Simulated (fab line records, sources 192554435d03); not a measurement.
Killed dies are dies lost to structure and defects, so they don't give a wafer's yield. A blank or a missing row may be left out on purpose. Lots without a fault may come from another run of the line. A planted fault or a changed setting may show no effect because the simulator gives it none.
fab line records | flow n5_finfet
record lots=5 wafers=15 last_day=16
route steps=1938 shown BEOL_M5@1162
lots that met no fault: from a run of the same line without faults
start_h: hours from the record's first day to the start of the lot's first wafer shown | wait_h: hours since the lot's step before | " the same as in the row above | L1.1+2: a row that stands for several wafers | - no value, or no start given | * or withheld: withheld | < > ~ a bound
route shown NAME@n: a module of which the file shows steps, and the number in the route of the first | usual: mean/standard deviation of fault-free wafers | same: alike in all rows | chamber/n: place in a boat | sites: the reading at each site | _std_site: their standard deviation | _edge_site: outer sites' mean less inner sites' | radius_mm: how far each site lies from the wafer's centre | mask NAME#n: copy n | behind: the tool/chamber that last shaped the wafer | hold: why the lot was held/for how many hours/how that ended | device: the transistor (n, p or np) that didn't switch | end of line: the same wafers' tests at the end of the route | a step without rows: its recipe alone | killed: dies lost to structure and defects at the first sort, not the wafer's yield | map: a wafer's dies, x killed, . not, _ none there
set.NAME: the setting as run; set.NAME@STEP: as run at that earlier step | model.NAME: the simulator's own value behind a step, which no gauge read
lots at some steps of the route; a table a step, a row a wafer
services: from which hour (start_h, from the record's first day; less than 0 if before it) a tool's chamber was out of use, for how many hours, and why
## steps
# step N5_BEOL_M5_STRIP_91
# recipe chemistry=N2/H2 time_s=10 power_w=450 temp_c=40 pressure_mtorr=20 rf_frequency_hz=6e+07 bias_power_w=7 n2_flow_sccm=200 h2_flow_sccm=200
# usual drypump_motor_current_A=5.7/0.5 h2_flow_sccm=199.9/0.62 oes_product_au=0.80/0.073 rf_vpp_V=59.2/0.86 showerhead_plenum_p_Torr=2.52/0.082 throttle_valve_pct=23.5/0.38
# columns lot.wafer tool chamber start_h wait_h drypump_motor_current_A h2_flow_sccm oes_product_au rf_hours_counter_h rf_vpp_V showerhead_plenum_p_Torr throttle_valve_pct
L074.2 rie_diel-05 2 - - 5.0 199.7 0.85 69 59.6 2.45 23.6
L074.3 " 0 " " 5.1 200.5 0.71 188 59.1 2.44 23.7
L074.5 " 0 " " 5.1 200.3 0.70 - 59.8 2.44 23.7
L077.1 rie_diel-05 2 - - 5.0 199.6 0.84 78 59.5 2.45 23.6
L077.3 " 0 " " 5.1 201.3 0.71 194 59.9 2.43 23.8
L077.5 " 3 " " 5.8 199.5 0.72 - 58.6 2.63 23.9
L085.2 rie_diel-03 1 - - 6.6 200.5 0.76 178 58.2 2.51 23.4
L085.4 " 2 " " 5.8 199.2 0.78 132 59.4 2.55 23.2
L085.6 " 0 " " 6.0 199.6 0.81 - 59.4 2.57 24.2
L086.2 rie_diel-05 3 - - 5.8 199.7 0.71 220 58.8 2.62 23.9
L086.4 " 2 " " 5.0 199.7 0.83 90 60.2 2.44 23.6
L086.5 " 3 " " 5.8 199.5 0.71 - 59.5 2.62 23.9
L090.1 rie_diel-01 3 - - 6.0 200.3 0.82 83 58.4 2.56 23.6
L090.2 " 1 " " 5.4 199.8 0.83 65 57.8 2.46 22.8
L090.5 " 1 " " 5.4 201.0 0.83 - 60.1 2.47 22.8
# step N5_BEOL_M5_OCD_MEAS_38
# usual trench_depth_nm=71.2/1.8
# columns lot.wafer tool chamber start_h wait_h trench_depth_nm
L074.2 ocd-02 - 181.49 - 70.3
L074.3 " - " " 68.0
L074.5 " - " " 67.5
L077.1 ocd-02 - 222.40 - 71.5
L077.3 " - " " 69.5
L077.5 " - " " 69.6
L085.2 ocd-02 - 249.28 - 71.0
L085.4 " - " " 71.6
L085.6 " - " " 73.5
L086.2 ocd-01 - 257.72 - 70.1
L086.4 " - " " 73.0
L086.5 " - " " 70.1
L090.1 ocd-01 - 286.43 - 72.4
L090.2 " - " " 71.5
L090.5 " - " " 71.6
# step N5_BEOL_M5_HM_STRIP_39
# recipe chemistry=peroxide_tin_strip material=TiN target_depth_a=250 temp_c=50 time_s=158
# columns lot.wafer tool chamber start_h wait_h
L074.2+3+5 wet_bench-05 1,7,6 181.52 0.0
L077.1+3+5 wet_bench-05 6,1,4 222.43 0.0
L085.2+4+6 wet_bench-03 7,1,6 249.31 0.0
L086.2+4+5 wet_bench-05 1,4,0 257.75 0.0
L090.1+2+5 wet_bench-05 1,2,5 286.46 0.0
# step N5_BEOL_M5_SRD_40
# recipe time_s=30 temp_c=23 rinse_liquid=diw dry=ipa_marangoni
# columns lot.wafer tool chamber start_h wait_h
L074.2+3+5 wet_bench-05 1,7,6 181.57 0.0
L077.1+3+5 wet_bench-05 6,1,4 222.48 0.0
L085.2+4+6 wet_bench-03 7,1,6 249.36 0.0
L086.2+4+5 wet_bench-05 1,4,0 257.80 0.0
L090.1+2+5 wet_bench-05 1,2,5 286.51 0.0
# step N5_BEOL_M5_PRECLEAN_42
# recipe chemistry=residue_remover time_s=60 temp_c=40
# columns lot.wafer tool chamber start_h wait_h
L074.2+3+5 wet_bench-05 1,7,6 181.58 0.0
L077.1+3+5 wet_bench-05 6,1,4 222.49 0.0
L085.2+4+6 wet_bench-03 7,1,6 249.38 0.0
L086.2+4+5 wet_bench-05 1,4,0 257.82 0.0
L090.1+2+5 wet_bench-05 1,2,5 286.53 0.0
# step N5_BEOL_M5_SRD_43
# recipe time_s=30 temp_c=23 rinse_liquid=diw dry=ipa_marangoni
# columns lot.wafer tool chamber start_h wait_h
L074.2+3+5 wet_bench-05 1,7,6 181.60 0.0
L077.1+3+5 wet_bench-05 6,1,4 222.51 0.0
L085.2+4+6 wet_bench-03 7,1,6 249.39 0.0
L086.2+4+5 wet_bench-05 1,4,0 257.83 0.0
L090.1+2+5 wet_bench-05 1,2,5 286.55 0.0
# step N5_BEOL_M5_CD_MEAS_35
# recipe target_cd_nm=28 target_cd_y_nm=24 polarity=opening
# usual cd_nm=28.1/0.5
# columns lot.wafer tool chamber start_h wait_h cd_nm
L074.2 cd_sem-03 - 181.64 0.0 27.6
L074.3 " - " " 27.2
L074.5 " - " " 27.7
L077.1 cd_sem-01 - 222.55 0.0 28.2
L077.3 " - " " 28.8
L077.5 " - " " 28.4
L085.2 cd_sem-03 - 249.44 0.0 27.3
L085.4 " - " " 27.5
L085.6 " - " " 28.2
L086.2 cd_sem-03 - 257.88 0.0 27.7
L086.4 " - " " 27.2
L086.5 " - " " 27.4
L090.1 cd_sem-01 - 286.59 0.0 28.3
L090.2 " - " " 28.8
L090.5 " - " " 27.5
# step N5_BEOL_M5_CURE_80
# recipe temp_c=370 time_s=120 ambient=DMADMS/He material=SiCOH_lowk
# usual lamp_power_pct=52.31/0.053 wafer_temp_C_max=371.8/0.54
# columns lot.wafer tool chamber start_h wait_h lamp_power_pct wafer_temp_C_max
L074.2 uv_cure-02 1 181.74 0.1 52.30 371.5
L074.3 " 1 " " 52.33 371.7
L074.5 " 1 " " 52.32 372.0
L077.1 uv_cure-03 2 222.59 0.0 52.28 371.8
L077.3 " 2 " " 52.30 371.5
L077.5 " 2 " " 52.32 372.3
L085.2 uv_cure-03 0 249.91 0.5 52.31 371.6
L085.4 " 0 " " 52.35 371.6
L085.6 " 0 " " 52.29 371.7
L086.2 uv_cure-03 2 258.02 0.1 52.33 372.2
L086.4 " 2 " " 52.31 372.7
L086.5 " 2 " " 52.28 372.4
L090.1 uv_cure-01 1 286.70 0.1 52.27 371.2
L090.2 " 1 " " 52.38 371.5
L090.5 " 1 " " 52.31 371.7
# step N5_BEOL_M5_DEGAS_44
# recipe ambient=vacuum temp_c=250 time_s=60
# usual heater_power_w=339/36 susceptor_temp_C=250.00/0.16
# columns lot.wafer tool chamber start_h wait_h heater_power_w susceptor_temp_C
L074.2 pvd_sputter-01 - 182.04 0.3 373 249.99
L074.3 " - " " 352 250.12
L074.5 " - " " 343 250.17
L077.1 pvd_sputter-03 - 222.92 0.3 265 250.02
L077.3 " - " " 372 249.92
L077.5 " - " " 298 249.94
L085.2 pvd_sputter-02 - 250.21 0.2 336 249.71
L085.4 " - " " 299 250.01
L085.6 " - " " 304 250.21
L086.2 pvd_sputter-01 - 258.57 0.5 326 250.18
L086.4 " - " " 305 250.10
L086.5 " - " " 341 250.15
L090.1 pvd_sputter-01 - 287.12 0.4 312 249.77
L090.2 " - " " 341 249.68
L090.5 " - " " 352 249.82
# step N5_BEOL_M5_PRE_CLEAN_45
# recipe gas=H2/He time_s=30 temp_c=250
# usual heater_power_w=339/37 susceptor_temp_C=250.01/0.18
# columns lot.wafer tool chamber start_h wait_h heater_power_w susceptor_temp_C
L074.2 pvd_sputter-01 - 182.08 0.0 368 249.78
L074.3 " - " " 359 249.61
L074.5 " - " " 344 249.59
L077.1 pvd_sputter-03 - 222.96 0.0 257 249.91
L077.3 " - " " 382 250.06
L077.5 " - " " 292 250.20
L085.2 pvd_sputter-02 - 250.25 0.0 326 249.86
L085.4 " - " " 304 249.86
L085.6 " - " " 307 249.81
L086.2 pvd_sputter-01 - 258.61 0.0 331 250.24
L086.4 " - " " 303 250.12
L086.5 " - " " 355 249.96
L090.1 pvd_sputter-01 - 287.16 0.0 310 250.01
L090.2 " - " " 350 249.95
L090.5 " - " " 353 250.01
# step N5_BEOL_M5_ALD_86
# recipe material=TaN target_thk_a=* temp_c=275 ald_precursor_family=PDMAT ald_co_reactant=NH3 pressure_torr=3 carrier_flow_sccm=1500 pulse_time_s=2 purge_time_s=3 co_reactant_purge_time_s=2 co_reactant_pulse_time_s=3 ald_cycles=30 precursor_vessel_temp_c=75 precursor_vessel_pressure_torr=26.25 precursor_vessel_carrier_sccm=1000
# usual heater_power_w=408/58 mfc_carrier_sccm=1500/4.4 susceptor_temp_C=275.01/0.17
# columns lot.wafer tool chamber start_h wait_h heater_power_w mfc_carrier_sccm susceptor_temp_C
L074.2 ald_metal-03 3 182.25 0.1 430 1505 275.13
L074.3 " 2 " " 375 1496 275.29
L074.5 " 2 " " 385 1491 275.42
L077.1 ald_metal-03 0 223.25 0.3 469 1498 275.02
L077.3 " 3 " " 419 1497 275.15
L077.5 " 0 " " 473 1497 274.95
L085.2 ald_metal-02 3 250.32 0.1 347 1499 275.14
L085.4 " 0 " " 372 1500 274.83
L085.6 " 0 " " 366 1500 275.10
L086.2 ald_metal-01 0 258.69 0.1 525 1498 274.81
L086.4 " 2 " " 329 1501 274.92
L086.5 " 0 " " 533 1503 274.87
L090.1 ald_metal-03 0 287.22 0.0 478 1499 274.99
L090.2 " 1 " " 370 1498 274.98
L090.5 " 0 " " 475 1505 275.00
# step N5_BEOL_M5_SURFACE_TREAT_87
# recipe gas=Ar time_s=* ion_energy_ev=* ion_current_ma_cm2=0.5 pressure_mtorr=* ar_flow_sccm=30
# usual pressure_mtorr=* throttle_valve_pct=*
# columns lot.wafer tool chamber start_h wait_h pressure_mtorr throttle_valve_pct
L074.2 pvd_sputter-03 - 182.50 0.2 * *
L074.3 " - " " * *
L074.5 " - " " * *
L077.1 pvd_sputter-02 - 224.62 1.3 * *
L077.3 " - " " * *
L077.5 " - " " * *
L085.2 pvd_sputter-03 - 250.65 0.2 * *
L085.4 " - " " * *
L085.6 " - " " * *
L086.2 pvd_sputter-01 - 258.93 0.1 * *
L086.4 " - " " * *
L086.5 " - " " * *
L090.1 pvd_sputter-01 - 287.56 0.2 * *
L090.2 " - " " * *
L090.5 " - " " * *
# step N5_BEOL_M5_CVD_47
# recipe material=Co target_thk_a=30 temp_c=withheld precursor=CCTBA/H2 pressure_torr=30 time_s=216
# columns lot.wafer tool chamber start_h wait_h
L074.2+3+5 cvd_co-01 2,0,1 182.61 0.1
L077.1+3+5 cvd_co-01 2,1,1 224.76 0.1
L085.2+4+6 cvd_co-01 2,0,1 250.78 0.1
L086.2+4+5 cvd_co-02 0,1,2 259.12 0.2
L090.1+2+5 cvd_co-01 0,2,2 287.77 0.2
# step N5_BEOL_M5_SPUTTER_48
# recipe material=Cu target_thk_a=150 temp_c=-20 chamber_pressure_pa=0.07 power_w=withheld time_s=27.62
# usual susceptor_temp_C=-20.00/0.11 throttle_valve_pct=29.9/0.85
# columns lot.wafer tool chamber start_h wait_h susceptor_temp_C throttle_valve_pct
L074.2 pvd_sputter-02 - 183.08 0.4 -20.15 30.6
L074.3 " - " " -19.92 28.4
L074.5 " - " " -19.84 29.9
L077.1 pvd_sputter-01 - 224.98 0.2 -20.09 30.3
L077.3 " - " " -20.21 29.2
L077.5 " - " " -20.10 29.4
L085.2 pvd_sputter-03 - 250.94 0.1 -20.13 31.1
L085.4 " - " " -20.09 29.8
L085.6 " - " " -20.11 31.0
L086.2 pvd_sputter-02 - 259.34 0.2 -20.03 28.8
L086.4 " - " " -19.94 30.6
L086.5 " - " " -19.98 28.6
L090.1 pvd_sputter-01 - 288.08 0.2 -19.93 30.4
L090.2 " - " " -20.13 29.3
L090.5 " - " " -19.94 30.3
# step N5_BEOL_M5_ANNEAL_49
# recipe temp_c=400 time_s=1800 ambient=vacuum
# usual heater_power_w=843/96 susceptor_temp_C=400.00/0.21 susceptor_temp_C_max=401.1/0.49
# columns lot.wafer tool chamber start_h wait_h heater_power_w susceptor_temp_C susceptor_temp_C_max
L074.2 pvd_sputter-02 - 183.16 0.0 748 399.73 401.2
L074.3 " - " " 991 400.31 402.2
L074.5 " - " " 969 399.87 400.5
L077.1 pvd_sputter-01 - 225.06 0.0 887 399.61 401.6
L077.3 " - " " 869 400.05 401.4
L077.5 " - " " 855 400.27 401.3
L085.2 pvd_sputter-03 - 251.02 0.0 932 399.86 400.5
L085.4 " - " " 800 399.83 400.6
L085.6 " - " " 920 399.64 400.2
L086.2 pvd_sputter-02 - 259.42 0.0 1015 400.12 401.6
L086.4 " - " " 749 399.95 401.1
L086.5 " - " " 1015 399.99 401.5
L090.1 pvd_sputter-01 - 288.16 0.0 777 400.03 401.6
L090.2 " - " " 892 400.07 401.2
L090.5 " - " " 939 400.18 402.6
# step N5_BEOL_M5_SPUTTER_81
# recipe material=Cu target_thk_a=150 temp_c=-20 chamber_pressure_pa=0.07 power_w=withheld time_s=27.62
# usual susceptor_temp_C=-20.00/0.11 throttle_valve_pct=29.9/0.84
# columns lot.wafer tool chamber start_h wait_h susceptor_temp_C throttle_valve_pct
L074.2 pvd_sputter-02 - 184.17 0.5 -19.97 30.5
L074.3 " - " " -20.09 28.7
L074.5 " - " " -19.90 30.1
L077.1 pvd_sputter-01 - 226.07 0.5 -20.02 30.0
L077.3 " - " " -19.97 29.2
L077.5 " - " " -20.09 29.2
L085.2 pvd_sputter-03 - 252.03 0.5 -20.00 31.2
L085.4 " - " " -20.08 29.7
L085.6 " - " " -19.95 31.1
L086.2 pvd_sputter-02 - 260.43 0.5 -19.75 28.8
L086.4 " - " " -19.99 30.5
L086.5 " - " " -20.02 28.8
L090.1 pvd_sputter-01 - 289.17 0.5 -19.88 30.5
L090.2 " - " " -20.16 28.8
L090.5 " - " " -19.92 30.2
# step N5_BEOL_M5_ANNEAL_82
# recipe temp_c=400 time_s=1800 ambient=vacuum
# usual heater_power_w=844/95 susceptor_temp_C=400.04/0.22 susceptor_temp_C_max=401.1/0.47
# columns lot.wafer tool chamber start_h wait_h heater_power_w susceptor_temp_C susceptor_temp_C_max
L074.2 pvd_sputter-02 - 184.25 0.0 768 399.96 401.1
L074.3 " - " " 991 400.28 401.5
L074.5 " - " " 984 399.85 400.7
L077.1 pvd_sputter-01 - 226.15 0.0 913 399.57 401.1
L077.3 " - " " 873 400.23 401.7
L077.5 " - " " 897 400.33 401.5
L085.2 pvd_sputter-03 - 252.11 0.0 934 400.03 400.5
L085.4 " - " " 803 399.88 400.7
L085.6 " - " " 931 400.35 401.1
L086.2 pvd_sputter-02 - 260.51 0.0 987 399.87 401.3
L086.4 " - " " 784 400.29 401.3
L086.5 " - " " 981 399.95 402.1
L090.1 pvd_sputter-01 - 289.25 0.0 772 400.42 401.6
L090.2 " - " " 889 400.05 401.1
L090.5 " - " " 926 399.92 401.4
# step N5_BEOL_M5_SPUTTER_83
# recipe material=Cu target_thk_a=150 temp_c=-20 chamber_pressure_pa=0.07 power_w=withheld time_s=27.62
# usual susceptor_temp_C=-20.00/0.1 throttle_valve_pct=29.9/0.86
# columns lot.wafer tool chamber start_h wait_h susceptor_temp_C throttle_valve_pct
L074.2 pvd_sputter-02 - 185.25 0.5 -19.77 30.4
L074.3 " - " " -20.00 28.7
L074.5 " - " " -20.11 29.9
L077.1 pvd_sputter-01 - 227.16 0.5 -20.05 30.1
L077.3 " - " " -20.07 28.9
L077.5 " - " " -19.90 29.3
L085.2 pvd_sputter-03 - 253.11 0.5 -19.85 31.0
L085.4 " - " " -20.06 29.7
L085.6 " - " " -19.67 31.0
L086.2 pvd_sputter-02 - 261.52 0.5 -20.11 28.8
L086.4 " - " " -20.09 30.6
L086.5 " - " " -20.03 28.9
L090.1 pvd_sputter-01 - 290.25 0.5 -20.21 30.5
L090.2 " - " " -20.16 29.0
L090.5 " - " " -19.89 30.1
# step N5_BEOL_M5_ANNEAL_84
# recipe temp_c=400 time_s=1800 ambient=vacuum
# usual heater_power_w=842/95 susceptor_temp_C=399.97/0.22 susceptor_temp_C_max=401.0/0.46
# columns lot.wafer tool chamber start_h wait_h heater_power_w susceptor_temp_C susceptor_temp_C_max
L074.2 pvd_sputter-02 - 185.33 0.0 770 400.02 401.1
L074.3 " - " " 1027 399.57 401.2
L074.5 " - " " 977 400.16 400.8
L077.1 pvd_sputter-01 - 227.24 0.0 955 400.18 402.4
L077.3 " - " " 836 400.37 401.8
L077.5 " - " " 888 400.19 402.0
L085.2 pvd_sputter-03 - 253.19 0.0 912 400.22 400.8
L085.4 " - " " 787 400.12 401.0
L085.6 " - " " 933 399.99 400.8
L086.2 pvd_sputter-02 - 261.60 0.0 1003 400.42 401.8
L086.4 " - " " 777 400.05 401.3
L086.5 " - " " 994 400.21 401.7
L090.1 pvd_sputter-01 - 290.33 0.0 771 399.98 401.4
L090.2 " - " " 853 400.21 401.4
L090.5 " - " " 893 399.45 401.5
# step N5_BEOL_M5_SPUTTER_88
# recipe material=Cu target_thk_a=150 temp_c=-20 chamber_pressure_pa=0.07 power_w=withheld time_s=27.62
# usual susceptor_temp_C=-20.02/0.1 throttle_valve_pct=29.9/0.87
# columns lot.wafer tool chamber start_h wait_h susceptor_temp_C throttle_valve_pct
L074.2 pvd_sputter-02 - 186.34 0.5 -19.89 30.3
L074.3 " - " " -19.86 28.6
L074.5 " - " " -19.96 30.2
L077.1 pvd_sputter-01 - 228.24 0.5 -20.03 30.2
L077.3 " - " " -19.99 29.2
L077.5 " - " " -20.06 29.2
L085.2 pvd_sputter-03 - 254.20 0.5 -19.99 30.9
L085.4 " - " " -20.21 29.7
L085.6 " - " " -20.06 30.8
L086.2 pvd_sputter-02 - 262.60 0.5 -20.04 28.6
L086.4 " - " " -20.04 30.6
L086.5 " - " " -20.01 28.8
L090.1 pvd_sputter-01 - 291.34 0.5 -19.93 30.6
L090.2 " - " " -19.99 29.3
L090.5 " - " " -19.96 29.9
# step N5_BEOL_M5_ANNEAL_89
# recipe temp_c=400 time_s=1800 ambient=vacuum
# usual heater_power_w=844/96 susceptor_temp_C=399.99/0.22 susceptor_temp_C_max=401.1/0.48
# columns lot.wafer tool chamber start_h wait_h heater_power_w susceptor_temp_C susceptor_temp_C_max
L074.2 pvd_sputter-02 - 186.42 0.0 765 399.81 400.9
L074.3 " - " " 994 400.15 401.3
L074.5 " - " " 967 399.78 400.3
L077.1 pvd_sputter-01 - 228.32 0.0 919 399.96 401.9
L077.3 " - " " 894 400.24 401.3
L077.5 " - " " 873 399.98 401.0
L085.2 pvd_sputter-03 - 254.28 0.0 906 399.81 400.4
L085.4 " - " " 787 400.24 401.1
L085.6 " - " " 921 399.93 400.6
L086.2 pvd_sputter-02 - 262.68 0.0 1001 400.21 401.7
L086.4 " - " " 770 400.07 401.1
L086.5 " - " " 1000 400.39 401.7
L090.1 pvd_sputter-01 - 291.42 0.0 777 399.98 401.3
L090.2 " - " " 882 399.98 401.6
L090.5 " - " " 936 399.72 401.9
# step N5_BEOL_M5_SPUTTER_90
# recipe material=Cu target_thk_a=45 temp_c=-20 chamber_pressure_pa=0.07 power_w=withheld time_s=8.29
# usual susceptor_temp_C=-20.00/0.11 throttle_valve_pct=29.9/0.85
# columns lot.wafer tool chamber start_h wait_h susceptor_temp_C throttle_valve_pct
L074.2 pvd_sputter-02 - 187.43 0.5 -19.95 30.7
L074.3 " - " " -19.97 28.7
L074.5 " - " " -20.10 30.2
L077.1 pvd_sputter-01 - 229.33 0.5 -19.94 30.3
L077.3 " - " " -20.12 29.5
L077.5 " - " " -19.98 29.1
L085.2 pvd_sputter-03 - 255.29 0.5 -19.86 31.0
L085.4 " - " " -19.85 29.6
L085.6 " - " " -19.99 30.8
L086.2 pvd_sputter-02 - 263.69 0.5 -20.01 28.8
L086.4 " - " " -20.01 30.2
L086.5 " - " " -19.84 28.9
L090.1 pvd_sputter-01 - 292.43 0.5 -20.13 30.3
L090.2 " - " " -19.84 29.3
L090.5 " - " " -19.95 30.0
# step N5_BEOL_M5_ECD_50
# recipe material=Cu target_thk_a=3000
# columns lot.wafer tool chamber start_h wait_h
L074.2+3+5 ecd_cu-02 1,0,0 187.54 0.1
L077.1+3+5 ecd_cu-01 1,1,0 229.45 0.1
L085.2+4+6 ecd_cu-01 0 255.40 0.1
L086.2+4+5 ecd_cu-01 0,1,1 263.81 0.1
L090.1+2+5 ecd_cu-02 0,1,1 292.54 0.1
# step N5_BEOL_M5_ANNEAL_51
# recipe temp_c=225 time_s=90 ambient=N2
# usual wafer_temp_C_max=226.3/0.46
# columns lot.wafer tool chamber start_h wait_h wafer_temp_C_max
L074.2 rtp_anneal-02 0 187.67 0.1 226.5
L074.3 " 0 " " 227.1
L074.5 " 0 " " 226.6
L077.1 rtp_anneal-01 0 229.64 0.2 225.6
L077.3 " 0 " " 225.6
L077.5 " 0 " " 225.6
L085.2 rtp_anneal-01 0 255.55 0.1 226.1
L085.4 " 0 " " 225.5
L085.6 " 0 " " 225.5
L086.2 rtp_anneal-01 0 263.95 0.1 225.7
L086.4 " 0 " " 225.5
L086.5 " 0 " " 225.7
L090.1 rtp_anneal-01 0 292.63 0.1 225.6
L090.2 " 0 " " 225.7
L090.5 " 0 " " 225.6
# step N5_BEOL_M5_CMP_52
# recipe stop_on=SiCOH_lowk t_overpolish_s=6.9 down_force_psi=1 platen_rpm=50 clearing_platen_down_force_psi=1.5 clearing_platen_rpm=50 post_cmp_clean=cu_alkaline target_thk_nm=62 clearing_platen_pad_velocity_m_s=0.99484 pad_velocity_m_s=0.99484
# usual barrier_field_endpoint_s=24.8/0.77 motor_current_A=6.2/0.67 overpolish_run_s=6.900/0.0092 pad_life_wafers=1060/560 retaining_ring_pressure_frac=1.001/0.005 time_to_endpoint_s=62/4.3
# columns lot.wafer tool chamber start_h wait_h barrier_field_endpoint_s motor_current_A overpolish_run_s pad_life_wafers retaining_ring_pressure_frac time_to_endpoint_s
L074.2 cmp-04 2 188.00 0.3 24.8 6.3 6.890 458 0.996 66
L074.3 " 3 " " 22.7 6.4 6.909 459 1.004 54
L074.5 " 1 " " 23.8 6.5 6.888 - 1.006 54
L077.3 cmp-02 3 229.94 0.2 24.3 6.1 6.912 2106 1.000 60
L077.1 " 2 " " 25.0 6.1 6.910 2109 1.001 62
L077.5 " 3 " " 25.4 6.2 6.898 - 0.999 63
L085.4 cmp-03 3 255.80 0.1 25.5 6.1 6.909 1512 0.998 67
L085.2 " 2 " " 24.9 7.1 6.906 1515 1.000 66
L085.6 " 3 " " 25.8 6.4 6.912 - 1.007 72
L086.4 cmp-03 0 264.22 0.1 25.2 6.9 6.908 1596 1.008 62
L086.2 " 2 " " 25.9 6.9 6.898 1598 1.007 70
L086.5 " 0 " " 24.4 6.2 6.920 - 1.000 62
L090.1 cmp-02 2 292.93 0.3 24.1 5.9 6.896 444 1.002 58
L090.2 " 0 " " 25.1 6.4 6.901 446 0.998 67
L090.5 " 3 " " 24.8 6.5 6.887 - 1.000 57
# step N5_BEOL_M5_THK_MEAS_53
# recipe thk_meas_gauge=xrf reads=Cu_of_BEOL_M5_ECD_50
# usual M5_THK=61.9/2.5
# columns lot.wafer tool chamber start_h wait_h M5_THK[nm]
L074.2 film_metro-02 - 188.22 - 61.0
L074.3 " - " " 56.9
L074.5 " - " " 55.1
L077.1 film_metro-02 - 230.23 - 61.3
L077.3 " - " " 59.0
L077.5 " - " " 60.7
L085.2 film_metro-02 - 256.10 - 62.6
L085.4 " - " " 63.1
L085.6 " - " " 66.3
L086.2 film_metro-01 - 264.51 - 63.6
L086.4 " - " " 63.2
L086.5 " - " " 60.7
L090.1 film_metro-01 - 293.22 - 64.3
L090.2 " - " " 64.4
L090.5 " - " " 61.4
# step N5_BEOL_M5_PRE_CLEAN_77
# recipe gas=NH3/H2 time_s=15 temp_c=* rf_power_w=300
# usual heater_power_w=90/23 susceptor_temp_C=*
# columns lot.wafer tool chamber start_h wait_h heater_power_w susceptor_temp_C
L074.2 cvd_co-02 2 188.26 0.0 100 *
L074.3 " 1 " " 132 *
L074.5 " 0 " " 84 *
L077.1 cvd_co-01 1 230.27 0.0 76 *
L077.3 " 0 " " 68 *
L077.5 " 2 " " 64 *
L085.2 cvd_co-02 0 256.14 0.0 86 *
L085.4 " 1 " " 135 *
L085.6 " 0 " " 87 *
L086.2 cvd_co-01 2 264.56 0.0 66 *
L086.4 " 1 " " 76 *
L086.5 " 2 " " 64 *
L090.1 cvd_co-02 1 293.26 0.0 133 *
L090.2 " 0 " " 85 *
L090.5 " 1 " " 132 *
# step N5_BEOL_M5_CO_CAP_78
# recipe material=Co target_thk_a=20 temp_c=200 precursor=CCTBA/H2 pressure_torr=30 time_s=102.1
# usual heater_power_w=243/29 susceptor_temp_C=199.98/0.16
# columns lot.wafer tool chamber start_h wait_h heater_power_w susceptor_temp_C
L074.2 cvd_co-02 2 188.30 0.0 249 199.95
L074.3 " 1 " " 296 200.13
L074.5 " 0 " " 239 200.14
L077.1 cvd_co-01 1 230.31 0.0 215 200.05
L077.3 " 0 " " 212 200.18
L077.5 " 2 " " 220 200.12
L085.2 cvd_co-02 0 256.18 0.0 235 199.77
L085.4 " 1 " " 288 200.01
L085.6 " 0 " " 241 200.08
L086.2 cvd_co-01 2 264.60 0.0 212 199.72
L086.4 " 1 " " 226 199.88
L086.5 " 2 " " 212 199.99
L090.1 cvd_co-02 1 293.30 0.0 284 200.00
L090.2 " 0 " " 236 199.95
L090.5 " 1 " " 286 199.97
# step N5_BEOL_M5_PRE_CLEAN_55
# recipe gas=NH3 time_s=15 temp_c=withheld rf_power_w=300
# columns lot.wafer tool chamber start_h wait_h
L074.2+3+5 pecvd-01 1,0,0 188.39 0.1
L077.1+3+5 pecvd-01 2,1,2 230.40 0.1
L085.2+4+6 pecvd-04 1,2,1 256.28 0.1
L086.2+4+5 pecvd-03 1,2,0 264.69 0.1
L090.1+2+5 pecvd-04 0,1,2 293.39 0.1
# step N5_BEOL_M5_DEP_56
# recipe material=SiCN target_thk_a=80 temp_c=withheld precursor=3MS/NH3 pressure_torr=3 rf_w=202 time_s=14
# usual showerhead_plenum_p_Torr=3.668/0.015 throttle_valve_pct=9.0/0.44
# columns lot.wafer tool chamber start_h wait_h showerhead_plenum_p_Torr throttle_valve_pct
L074.2 pecvd-01 1 188.41 0.0 3.660 8.9
L074.3 " 0 " " 3.671 8.9
L074.5 " 0 " " 3.660 9.2
L077.1 pecvd-01 2 230.42 0.0 3.676 9.2
L077.3 " 1 " " 3.659 9.2
L077.5 " 2 " " 3.680 8.6
L085.2 pecvd-04 1 256.31 0.0 3.643 9.1
L085.4 " 2 " " 3.666 8.4
L085.6 " 1 " " 3.653 9.4
L086.2 pecvd-03 1 264.71 0.0 3.657 9.5
L086.4 " 2 " " 3.674 8.4
L086.5 " 0 " " 3.711 8.6
L090.1 pecvd-04 0 293.41 0.0 3.668 9.0
L090.2 " 1 " " 3.646 9.2
L090.5 " 2 " " 3.651 8.3
# step N5_BEOL_M5_RS_MEAS_57
# recipe thk_meas_gauge=four-point-probe reads=Co_of_BEOL_M5_CO_CAP_78+Cu_of_BEOL_M5_ECD_50+Co_of_BEOL_M5_CVD_47+TaN_of_BEOL_M5_ALD_86
# usual M5_RS=0.393/0.019
# columns lot.wafer tool chamber start_h wait_h M5_RS[ohm/sq]
L074.2 film_metro-01 - 188.48 0.1 0.403
L074.3 " - " " 0.436
L074.5 " - " " 0.453
L077.1 film_metro-01 - 230.49 0.0 0.393
L077.3 " - " " 0.412
L077.5 " - " " 0.402
L085.2 film_metro-01 - 256.37 0.1 0.381
L085.4 " - " " 0.379
L085.6 " - " " 0.357
L086.2 film_metro-02 - 264.78 0.1 0.383
L086.4 " - " " 0.385
L086.5 " - " " 0.405
L090.1 film_metro-02 - 293.48 0.0 0.373
L090.2 " - " " 0.376
L090.5 " - " " 0.397
## services
# columns tool chamber start_h hours kind
rie_diel-05 3 158.44 5.2 repair
cmp-04 - 160.03 1.2 repair
ald_metal-02 2 160.48 11.7 repair
uv_cure-02 - 162.52 0.8 repair
cvd_co-02 2 163.16 7.5 repair
ald_metal-03 - 183.05 2.8 pm
rie_diel-05 - 183.76 15.6 pm
cvd_co-01 0 188.27 2.6 repair
rie_diel-05 0 200.72 8.9 repair
rie_diel-05 1 203.12 7.6 repair
cmp-02 - 207.18 5.2 pm
rie_diel-05 3 215.05 2.0 repair
ald_metal-03 3 216.40 2.1 repair
cvd_co-01 - 218.10 0.7 repair
cmp-03 - 226.70 1.3 repair
pecvd-03 - 227.45 0.9 repair
cmp-02 - 239.83 4.0 pm
ecd_cu-01 - 242.54 4.9 pm
cvd_co-01 - 244.77 0.8 repair
ecd_cu-02 - 254.00 7.6 pm
cmp-02 - 256.58 0.3 repair
ald_metal-03 3 262.83 25.9 repair
pecvd-03 2 281.80 4.3 repair
uv_cure-03 - 285.03 2.1 pm
## key
fault none
